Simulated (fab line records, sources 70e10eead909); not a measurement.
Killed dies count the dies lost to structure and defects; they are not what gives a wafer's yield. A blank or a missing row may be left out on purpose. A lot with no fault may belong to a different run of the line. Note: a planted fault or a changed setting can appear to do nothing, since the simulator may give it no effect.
fab line records	flow nandHarc	part 1 of 2: steps 1 to 27 of 36
record: lots: 5	wafers: 15	lastDay: 24
route steps=1159 shown A_BONDPAD@1090 HYBRID_BOND@1094 THIN_TSV@1101
lots that met no fault: from a run of the same line without faults
startH: the number of hours between the record's first day and the start of the first shown wafer of the lot	waitH: hours since the lot's step before	" identical to the entry in the row above	L1.1+2: a single row standing in for several wafers	- value missing, or start not given	* or withheld: withheld	< > ~ a bound
route shown NAME@n: names a module that has steps shown in the file, with the first one's number in the route	usual: the fault-free wafers' mean and standard deviation	same: alike in all rows	chamber/n: place in a boat	sites: readings site by site	_std_site: their standard deviation	_edge_site: inner sites' mean taken away from outer sites' mean	radiusMm: how far each site lies from the wafer's centre	mask NAME#n: copy n	behind: tool/chamber where the wafer was last shaped	hold: why the lot was held/for how many hours/how that ended	device: which transistor (n, p or np) failed to switch	end of line: at the end of the route, the tests of the same wafers	step lacking rows: just its recipe	killed: dies lost to structure and defects at the first sort, not the wafer's yield	map: shows each die of a wafer: x if killed, . if not, _ if none is there
set.NAME: the run value of the setting; set.NAME@STEP: its run value at that earlier step	model.NAME: the simulator's own value behind a step, which no gauge read
lots at some steps of the route; a table a step, a row a wafer
services: a tool's chamber out of use, with start hour (startH, from the record's first day; less than 0 if before it), hours out, and reason
== steps ==
step: NHARC_A_BONDPAD_SRD_21
recipe: timeS: 30	tempC: 23	dryTimeS: 20	spinRpm: 1500
same: timeS: 30
lot.wafer	tool	chamber	startH	waitH
L075.5+2+4	wetBench-10	6,7,0	413.90	0.0
L077.6+1+3	wetBench-10	6,0,2	422.40	0.0
L088.4+5+2	wetBench-08	7,2,3	485.40	0.0
L086.2+3+5	wetBench-08	7,2,4	487.36	0.0
L096.3+2+4	wetBench-08	2,5,7	540.26	0.0
step: NHARC_A_BONDPAD_INSPECT_23
usual: rawDefectCount: 498/160
lot.wafer	tool	chamber	startH	waitH	rawDefectCount
L075.2	defectInspect-01	-	414.08	0.0	889
L075.4	"	-	"	"	302
L075.5	"	-	"	"	631
L077.1	defectInspect-01	-	422.58	0.0	855
L077.3	"	-	"	"	792
L077.6	"	-	"	"	1263
L088.2	defectInspect-02	-	485.58	0.0	506
L088.4	"	-	"	"	390
L088.5	"	-	"	"	519
L086.2	defectInspect-01	-	487.54	0.0	312
L086.3	"	-	"	"	352
L086.5	"	-	"	"	327
L096.2	defectInspect-02	-	540.45	0.0	331
L096.3	"	-	"	"	381
L096.4	"	-	"	"	432
step: NHARC_HYBRID_BOND_ACTIVATE_00
recipe: timeS: 60	n2FlowSccm: 200	arFlowSccm: 0	biasPowerW: 0	chemistry: N2
usual: drypumpMotorCurrentA: 5.99/0.3	oesProductAu: 1.004/0.0095	rfVppV: 64.2/0.85	showerheadPlenumPTorr: 1.77/0.064
same: timeS: 60
lot.wafer	tool	chamber	startH	waitH	drypumpMotorCurrentA	oesProductAu	rfHoursCounterH	rfVppV	showerheadPlenumPTorr
L075.2	rieDiel-06	1	414.14	0.1	6.26	1.014	61	64.3	1.74
L075.4	"	0	"	"	6.34	1.014	63	64.0	1.66
L075.5	"	1	"	"	6.25	1.013	-	63.8	1.74
L077.3	rieDiel-08	2	422.66	0.1	5.97	1.010	12	63.8	1.86
L077.1	"	3	"	"	5.64	1.006	11	64.5	1.69
L077.6	"	0	"	"	5.93	1.002	-	64.6	1.75
L088.2	rieDiel-07	3	485.64	0.1	5.50	0.998	27	65.9	1.83
L088.5	"	1	"	"	5.40	1.019	-	64.4	1.73
L088.4	"	2	"	"	6.01	1.002	-	64.7	1.87
L086.3	rieDiel-06	1	487.69	0.1	6.24	1.006	19	65.3	1.74
L086.2	"	3	"	"	5.72	1.002	21	64.9	1.79
L086.5	"	1	"	"	6.27	1.013	-	65.5	1.74
L096.4	rieDiel-08	2	540.52	0.1	5.94	1.005	6	64.7	1.86
L096.2	"	0	"	"	5.85	1.012	6	65.2	1.75
L096.3	"	1	"	"	6.35	1.004	3	64.9	1.83
step: NHARC_HYBRID_BOND_PRECLEAN_01
recipe: timeS: 300	tempC: 23	chemistry: DIW
same: timeS: 300
lot.wafer	tool	chamber	startH	waitH
L075.5+4+2	wetBench-10	3,4,0	414.29	0.1
L077.1+6+3	wetBench-08	0,2,3	422.82	0.1
L088.2+4+5	wetBench-10	4,5,1	485.82	0.2
L086.5+2+3	wetBench-10	5,0,2	487.84	0.1
L096.4+2+3	wetBench-08	1,2,4	540.71	0.2
step: NHARC_HYBRID_BOND_SRD_02
recipe: timeS: 30	tempC: 23	dryTimeS: 20	spinRpm: 1500
same: timeS: 30
lot.wafer	tool	chamber	startH	waitH
L075.5+4+2	wetBench-10	3,4,0	-	-
L077.1+6+3	wetBench-08	0,2,3	-	-
L088.2+4+5	wetBench-10	4,5,1	-	-
L086.5+2+3	wetBench-10	5,0,2	-	-
L096.4+2+3	wetBench-08	1,2,4	-	-
step: NHARC_HYBRID_BOND_BOND_03
recipe: tempC: 25
lot.wafer	tool	chamber	startH	waitH
L075.2+4+5	waferBonder-01	0	414.93	-
L077.1+3+6	waferBonder-01	0	423.65	-
L088.2+4+5	waferBonder-01	0	486.35	-
L086.2+3+5	waferBonder-01	0	488.24	-
L096.2+3+4	waferBonder-01	0	541.08	-
step: NHARC_HYBRID_BOND_ANNEAL_04
recipe: tempC: 300	timeS: 7200	rampUpCPerMin: 5	rampDownCPerMin: 3	idleTempC: 100	pressureAtm: 1
usual: spikeTcTopC: 333.5/2	zonePowerCentrePct: 3.24/0.21
same: timeS: 7200
lot.wafer	tool	chamber	startH	waitH	spikeTcTopC	zonePowerCentrePct
L075.2	furnace-06	0	419.47	4.4	332.9	3.51
L075.4	"	0	"	"	331.3	3.52
L075.5	"	0	"	"	331.9	3.54
L077.1	furnace-06	0	430.48	6.7	332.0	3.51
L077.3	"	0	"	"	332.4	3.57
L077.6	"	0	"	"	329.6	3.53
L086.2	furnace-06	0	489.91	1.5	331.3	3.56
L086.3	"	0	"	"	332.1	3.51
L086.5	"	0	"	"	329.8	3.54
L088.2	furnace-06	0	489.91	3.4	330.5	3.54
L088.4	"	0	"	"	330.9	3.47
L088.5	"	0	"	"	330.8	3.53
L096.2	furnace-08	0	542.09	0.9	336.9	3.13
L096.3	"	0	"	"	334.5	3.10
L096.4	"	0	"	"	335.2	3.13
step: NHARC_HYBRID_BOND_OVL_MEAS_05
usual: overlayXNm: 3/30	overlayYNm: 0/32
lot.wafer	tool	chamber	startH	waitH	overlayXNm	overlayYNm
L075.2	overlay-01	-	424.18	0.4	6	-40
L075.4	"	-	"	"	-43	36
L075.5	"	-	"	"	7	-49
L077.1	overlay-02	-	435.15	0.4	12	-24
L077.3	"	-	"	"	-21	-14
L077.6	"	-	"	"	16	-33
L086.2	overlay-01	-	494.69	0.4	40	4
L086.3	"	-	"	"	-59	40
L086.5	"	-	"	"	-29	-58
L088.2	overlay-01	-	494.70	0.4	-9	-23
L088.4	"	-	"	"	2	10
L088.5	"	-	"	"	-36	17
L096.2	overlay-01	-	546.80	0.4	-10	-30
L096.3	"	-	"	"	50	-10
L096.4	"	-	"	"	-47	18
step: NHARC_HYBRID_BOND_INSPECT_06
recipe: inspectInstrument: irVoid
usual: rawDefectCount: 31/12
lot.wafer	tool	chamber	startH	waitH	rawDefectCount
L075.2	defectInspect-02	-	424.23	0.1	54
L075.4	"	-	"	"	30
L075.5	"	-	"	"	40
L077.1	defectInspect-01	-	435.20	0.0	26
L077.3	"	-	"	"	18
L077.6	"	-	"	"	39
L086.2	defectInspect-02	-	494.74	0.1	31
L086.3	"	-	"	"	24
L086.5	"	-	"	"	30
L088.2	defectInspect-02	-	494.77	0.1	34
L088.4	"	-	"	"	49
L088.5	"	-	"	"	30
L096.2	defectInspect-01	-	546.85	0.1	16
L096.3	"	-	"	"	22
L096.4	"	-	"	"	22
step: NHARC_THIN_TSV_GRIND_00
recipe: targetThkUm: 6
usual: motorCurrentA: 12.002/0.024
lot.wafer	tool	chamber	startH	waitH	motorCurrentA
L075.2	grinder-01	0	424.61	0.4	11.968
L075.4	"	0	"	"	12.013
L075.5	"	0	"	"	11.994
L077.1	grinder-01	0	436.55	1.3	11.991
L077.3	"	0	"	"	12.031
L077.6	"	0	"	"	12.018
L086.2	grinder-01	0	495.09	0.3	12.001
L086.3	"	0	"	"	12.017
L086.5	"	0	"	"	12.008
L088.2	grinder-01	0	497.52	2.7	12.030
L088.4	"	0	"	"	12.024
L088.5	"	0	"	"	11.991
L096.2	grinder-01	0	548.40	1.5	12.020
L096.3	"	0	"	"	11.978
L096.4	"	0	"	"	12.043
step: NHARC_THIN_TSV_CMP_01
recipe: targetThkUm: 3
usual: motorCurrentA: 12.2/1.3
lot.wafer	tool	chamber	startH	waitH	motorCurrentA
L075.2	cmp-03	1	425.66	0.9	13.9
L075.4	"	3	"	"	11.5
L075.5	"	2	"	"	14.7
L077.1	cmp-03	0	437.77	1.0	14.9
L077.3	"	3	"	"	11.5
L077.6	"	0	"	"	14.8
L086.3	cmp-01	1	496.11	0.6	10.4
L086.2	"	3	"	"	10.4
L086.5	"	2	"	"	12.2
L088.4	cmp-01	2	498.53	0.4	12.5
L088.2	"	0	"	"	12.6
L088.5	"	3	"	"	10.2
L096.4	cmp-01	3	549.43	0.4	10.4
L096.2	"	0	"	"	12.6
L096.3	"	2	"	"	12.2
step: NHARC_THIN_TSV_THK_MEAS_02
recipe: thkMeasGauge: ir
usual: thkNm: 2956/230
lot.wafer	tool	chamber	startH	waitH	thkNm
L075.2	filmMetro-01	-	425.94	0.2	2762
L075.4	"	-	"	"	2349
L075.5	"	-	"	"	2732
L077.1	filmMetro-01	-	438.04	0.2	3134
L077.3	"	-	"	"	2946
L077.6	"	-	"	"	3191
L086.2	filmMetro-01	-	496.38	0.2	3295
L086.3	"	-	"	"	3510
L086.5	"	-	"	"	3130
L088.2	filmMetro-02	-	498.80	-	3154
L088.4	"	-	"	"	2774
L088.5	"	-	"	"	2915
L096.2	filmMetro-01	-	549.70	0.2	2947
L096.3	"	-	"	"	2948
L096.4	"	-	"	"	2882
step: NHARC_THIN_TSV_SRD_03
lot.wafer	tool	chamber	startH	waitH
L075.2+4+5	wetBench-08	1,2,6	425.98	0.0
L077.3+1+6	wetBench-10	4,5,0	438.08	0.0
L086.5+3+2	wetBench-10	0,1,2	496.42	0.0
L088.4+5+2	wetBench-08	4,7,1	498.84	0.0
L096.4+3+2	wetBench-10	6,1,3	549.74	0.0
step: NHARC_THIN_TSV_PRECLEAN_41
recipe: timeS: *	tempC: 50	bathAgeMin: 0	chemistry: SC1
usual: h2o2FlowMLMin: 56.63/0.17
same: timeS: *
lot.wafer	tool	chamber	startH	waitH	h2o2FlowMLMin
L075.2	wetBench-08	1	426.00	0.0	56.51
L075.4	"	2	"	"	56.64
L075.5	"	6	"	"	56.41
L077.3	wetBench-10	4	438.11	0.0	57.02
L077.1	"	5	"	"	56.86
L077.6	"	0	"	"	56.82
L086.5	wetBench-10	0	496.44	0.0	56.57
L086.3	"	1	"	"	56.89
L086.2	"	2	"	"	56.90
L088.4	wetBench-08	4	498.87	0.0	56.68
L088.5	"	7	"	"	56.62
L088.2	"	1	"	"	56.83
L096.4	wetBench-10	6	549.76	0.0	56.58
L096.3	"	1	"	"	56.06
L096.2	"	3	"	"	56.81
step: NHARC_THIN_TSV_SRD_42
lot.wafer	tool	chamber	startH	waitH
L075.2+4+5	wetBench-08	1,2,6	-	-
L077.3+1+6	wetBench-10	4,5,0	-	-
L086.5+3+2	wetBench-10	0,1,2	-	-
L088.4+5+2	wetBench-08	4,7,1	-	-
L096.4+3+2	wetBench-10	6,1,3	-	-
step: NHARC_THIN_TSV_DEP_43
recipe: targetThkA: 13285	tempC: withheld	pressureTorr: 6.5	rfW: 900	teosFlowSccm: 161.4	flowSccm: 2650	targetThkNm: 1328.5	gas: O2	material: SiO2
usual: chamberPressureTorr: 6.499/0.013	flowSccm: 2649/7.1	throttleValvePct: 16.2/0.62
lot.wafer	tool	chamber	startH	waitH	chamberPressureTorr	flowSccm	throttleValvePct
L075.2	pecvd-02	2	426.20	-	6.507	2641	15.5
L075.5	"	1	"	"	6.508	2649	15.5
L075.4	"	0	"	"	6.492	2649	15.9
L077.1	pecvd-02	1	438.26	-	6.509	2651	15.4
L077.3	"	0	"	"	6.478	2653	15.6
L077.6	"	1	"	"	6.495	2658	15.5
L086.3	pecvd-01	0	496.64	-	6.527	2638	16.9
L086.2	"	1	"	"	6.514	2641	15.3
L086.5	"	2	"	"	6.497	2641	16.2
L088.2	pecvd-01	2	499.07	-	6.512	2649	16.2
L088.4	"	1	"	"	6.498	2650	15.6
L088.5	"	0	"	"	6.510	2641	17.2
L096.3	pecvd-02	2	549.96	-	6.500	2643	15.6
L096.2	"	0	"	"	6.501	2654	15.5
L096.4	"	0	"	"	6.498	2650	15.5
step: NHARC_THIN_TSV_DEHYDRATE_04
recipe: tempC: 150	timeS: 120
usual: resistLineTempC: 22.98/0.1
same: timeS: 120
lot.wafer	tool	chamber	startH	waitH	resistLineTempC
L075.2	lithoTrack-05	0	426.56	-	22.92
L075.4	"	0	"	"	22.97
L075.5	"	0	"	"	22.85
L077.1	lithoTrack-05	0	438.66	-	22.89
L077.3	"	0	"	"	23.02
L077.6	"	0	"	"	22.79
L086.2	lithoTrack-05	0	497.00	-	23.16
L086.3	"	0	"	"	22.93
L086.5	"	0	"	"	22.85
L088.2	lithoTrack-05	0	499.44	-	22.89
L088.4	"	0	"	"	22.95
L088.5	"	0	"	"	22.81
L096.2	lithoTrack-07	0	550.32	-	23.06
L096.3	"	0	"	"	22.89
L096.4	"	0	"	"	23.10
step: NHARC_THIN_TSV_HMDS_05
recipe: timeS: 30
usual: resistLineTempC: 22.99/0.11
same: timeS: 30
lot.wafer	tool	chamber	startH	waitH	resistLineTempC
L075.2	lithoTrack-05	0	-	-	23.08
L075.4	"	0	"	"	22.96
L075.5	"	0	"	"	23.28
L077.1	lithoTrack-05	0	-	-	22.87
L077.3	"	0	"	"	22.90
L077.6	"	0	"	"	22.98
L086.2	lithoTrack-05	0	-	-	23.07
L086.3	"	0	"	"	22.96
L086.5	"	0	"	"	22.89
L088.2	lithoTrack-05	0	-	-	23.05
L088.4	"	0	"	"	23.05
L088.5	"	0	"	"	23.09
L096.2	lithoTrack-07	0	-	-	23.21
L096.3	"	0	"	"	23.11
L096.4	"	0	"	"	23.00
step: NHARC_THIN_TSV_COAT_06
recipe: spinRpm: *
usual: resistLineTempC: 23.01/0.11
lot.wafer	tool	chamber	startH	waitH	resistLineTempC
L075.2	lithoTrack-05	0	-	-	23.10
L075.4	"	0	"	"	23.17
L075.5	"	0	"	"	23.04
L077.1	lithoTrack-05	0	-	-	22.91
L077.3	"	0	"	"	23.05
L077.6	"	0	"	"	23.13
L086.2	lithoTrack-05	0	-	-	23.12
L086.3	"	0	"	"	23.08
L086.5	"	0	"	"	23.16
L088.2	lithoTrack-05	0	-	-	22.98
L088.4	"	0	"	"	22.99
L088.5	"	0	"	"	22.95
L096.2	lithoTrack-07	0	-	-	23.04
L096.3	"	0	"	"	23.04
L096.4	"	0	"	"	22.89
step: NHARC_THIN_TSV_SOFTBAKE_07
recipe: tempC: 122	timeS: 95
usual: resistLineTempC: 23.01/0.1
same: timeS: 95
lot.wafer	tool	chamber	startH	waitH	resistLineTempC
L075.2	lithoTrack-05	0	-	-	23.24
L075.4	"	0	"	"	23.26
L075.5	"	0	"	"	23.03
L077.1	lithoTrack-05	0	-	-	23.02
L077.3	"	0	"	"	23.10
L077.6	"	0	"	"	22.97
L086.2	lithoTrack-05	0	-	-	22.98
L086.3	"	0	"	"	22.97
L086.5	"	0	"	"	23.05
L088.2	lithoTrack-05	0	-	-	22.98
L088.4	"	0	"	"	23.09
L088.5	"	0	"	"	22.89
L096.2	lithoTrack-07	0	-	-	23.01
L096.3	"	0	"	"	22.90
L096.4	"	0	"	"	23.02
step: NHARC_THIN_TSV_EBR_08
usual: resistLineTempC: 22.98/0.097
lot.wafer	tool	chamber	startH	waitH	resistLineTempC
L075.2	lithoTrack-05	0	-	-	22.96
L075.4	"	0	"	"	22.99
L075.5	"	0	"	"	22.90
L077.1	lithoTrack-05	0	-	-	22.98
L077.3	"	0	"	"	22.98
L077.6	"	0	"	"	23.01
L086.2	lithoTrack-05	0	-	-	23.10
L086.3	"	0	"	"	23.04
L086.5	"	0	"	"	23.02
L088.2	lithoTrack-05	0	-	-	23.09
L088.4	"	0	"	"	23.10
L088.5	"	0	"	"	23.09
L096.2	lithoTrack-07	0	-	-	22.96
L096.3	"	0	"	"	22.95
L096.4	"	0	"	"	23.00
step: NHARC_THIN_TSV_EXPOSE_09
recipe: na: 0.55	doseMj: 30.7	maskId: TSV
lot.wafer	tool	chamber	startH	waitH	mask
L075.2+4+5	krfScanner-03	0	426.84	-	TSV#0
L077.1+3+6	krfScanner-03	0	438.93	-	TSV#0
L086.2+3+5	krfScanner-03	0	497.28	-	TSV#0
L088.2+4+5	krfScanner-04	0	499.59	-	TSV#0
L096.2+3+4	krfScanner-04	0	550.60	-	TSV#0
step: NHARC_THIN_TSV_PEB_10
recipe: pebTempC: 118	pebTimeS: 85
usual: resistLineTempC: 23.01/0.1
lot.wafer	tool	chamber	startH	waitH	resistLineTempC
L075.2	lithoTrack-03	0	426.90	0.1	22.95
L075.4	"	0	"	"	23.09
L075.5	"	0	"	"	23.07
L077.1	lithoTrack-05	0	439.00	0.1	23.20
L077.3	"	0	"	"	22.87
L077.6	"	0	"	"	23.02
L086.2	lithoTrack-05	0	497.34	0.1	23.20
L086.3	"	0	"	"	23.03
L086.5	"	0	"	"	23.06
L088.2	lithoTrack-03	0	499.65	0.1	23.03
L088.4	"	0	"	"	22.88
L088.5	"	0	"	"	23.05
L096.2	lithoTrack-05	0	550.66	0.1	22.93
L096.3	"	0	"	"	23.12
L096.4	"	0	"	"	23.04
step: NHARC_THIN_TSV_DEVELOP_11
recipe: timeS: 70
usual: resistLineTempC: 22.99/0.11
same: timeS: 70
lot.wafer	tool	chamber	startH	waitH	resistLineTempC
L075.2	lithoTrack-03	0	-	-	22.95
L075.4	"	0	"	"	23.07
L075.5	"	0	"	"	23.00
L077.1	lithoTrack-05	0	-	-	22.96
L077.3	"	0	"	"	22.83
L077.6	"	0	"	"	22.77
L086.2	lithoTrack-05	0	-	-	23.23
L086.3	"	0	"	"	22.99
L086.5	"	0	"	"	23.07
L088.2	lithoTrack-03	0	-	-	22.95
L088.4	"	0	"	"	23.01
L088.5	"	0	"	"	22.80
L096.2	lithoTrack-05	0	-	-	23.18
L096.3	"	0	"	"	23.12
L096.4	"	0	"	"	23.10
step: NHARC_THIN_TSV_CD_MEAS_12
recipe: targetCdNm: 1000	landingEnergyEv: 500
usual: cdNm: 1000.6/1.9
lot.wafer	tool	chamber	startH	waitH	cdNm
L075.2	cdSem-03	0	426.99	-	1000.1
L075.4	"	0	"	"	1001.8
L075.5	"	0	"	"	1000.5
L077.1	cdSem-01	0	439.09	-	1002.6
L077.3	"	0	"	"	997.4
L077.6	"	0	"	"	998.4
L086.2	cdSem-02	0	497.44	-	1000.5
L086.3	"	0	"	"	998.4
L086.5	"	0	"	"	1000.4
L088.2	cdSem-01	0	499.74	-	999.7
L088.4	"	0	"	"	999.2
L088.5	"	0	"	"	1001.7
L096.2	cdSem-02	0	550.75	-	1002.2
L096.3	"	0	"	"	1004.2
L096.4	"	0	"	"	1003.8
step: NHARC_THIN_TSV_HARDBAKE_13
recipe: tempC: 125	timeS: 80
usual: resistLineTempC: 23.00/0.12
same: timeS: 80
lot.wafer	tool	chamber	startH	waitH	resistLineTempC
L075.2	lithoTrack-05	0	427.07	-	22.90
L075.4	"	0	"	"	23.16
L075.5	"	0	"	"	23.01
L077.1	lithoTrack-05	0	439.17	-	23.03
L077.3	"	0	"	"	23.00
L077.6	"	0	"	"	22.96
L086.2	lithoTrack-07	0	497.52	-	22.93
L086.3	"	0	"	"	23.02
L086.5	"	0	"	"	23.14
L088.2	lithoTrack-07	0	499.82	-	23.11
L088.4	"	0	"	"	23.02
L088.5	"	0	"	"	23.06
L096.2	lithoTrack-05	0	550.83	-	22.95
L096.3	"	0	"	"	22.80
L096.4	"	0	"	"	22.88
step: NHARC_THIN_TSV_DESCUM_14
recipe: timeS: 3	o2FlowSccm: 200	arFlowSccm: 0	biasPowerW: 0	chemistry: O2
usual: drypumpMotorCurrentA: 5.6/0.38	o2FlowSccm: 200.0/0.57	oesProductAu: 1.002/0.011	rfVppV: 57.7/0.89	showerheadPlenumPTorr: 1.92/0.087	throttleValvePct: 11.309/0.0096
same: timeS: 3
lot.wafer	tool	chamber	startH	waitH	drypumpMotorCurrentA	o2FlowSccm	oesProductAu	rfHoursCounterH	rfVppV	showerheadPlenumPTorr	throttleValvePct
L075.2	rieDiel-13	1	427.15	-	5.5	198.9	1.015	10	59.2	1.83	11.312
L075.4	"	0	"	"	5.6	199.2	1.017	8	57.3	1.79	11.304
L075.5	"	1	"	"	5.5	198.9	1.022	-	57.9	1.83	11.317
L077.3	rieDiel-12	0	439.26	-	6.2	200.5	1.011	6	57.0	1.85	11.297
L077.1	"	1	"	"	4.8	201.1	1.004	7	56.2	1.83	11.298
L077.6	"	2	"	"	5.7	200.3	0.993	-	57.2	1.93	11.307
L086.3	rieDiel-12	3	497.61	-	5.7	200.6	0.989	12	56.7	2.04	11.320
L086.2	"	0	"	"	6.3	200.5	0.991	12	58.4	1.84	11.303
L086.5	"	2	"	"	5.8	200.0	0.996	-	57.0	1.93	11.305
L088.4	rieDiel-13	1	499.91	-	5.5	199.4	1.019	2	57.9	1.83	11.301
L088.2	"	2	"	"	6.0	200.3	1.005	2	58.4	2.04	11.304
L088.5	"	0	"	"	5.6	199.3	1.021	-	58.1	1.78	11.317
L096.3	rieDiel-04	0	550.91	-	5.8	200.0	0.982	5	56.6	1.92	11.312
L096.2	"	2	"	"	5.4	200.5	1.007	4	57.2	1.89	11.306
L096.4	"	3	"	"	5.4	200.7	1.015	4	56.9	1.91	11.337
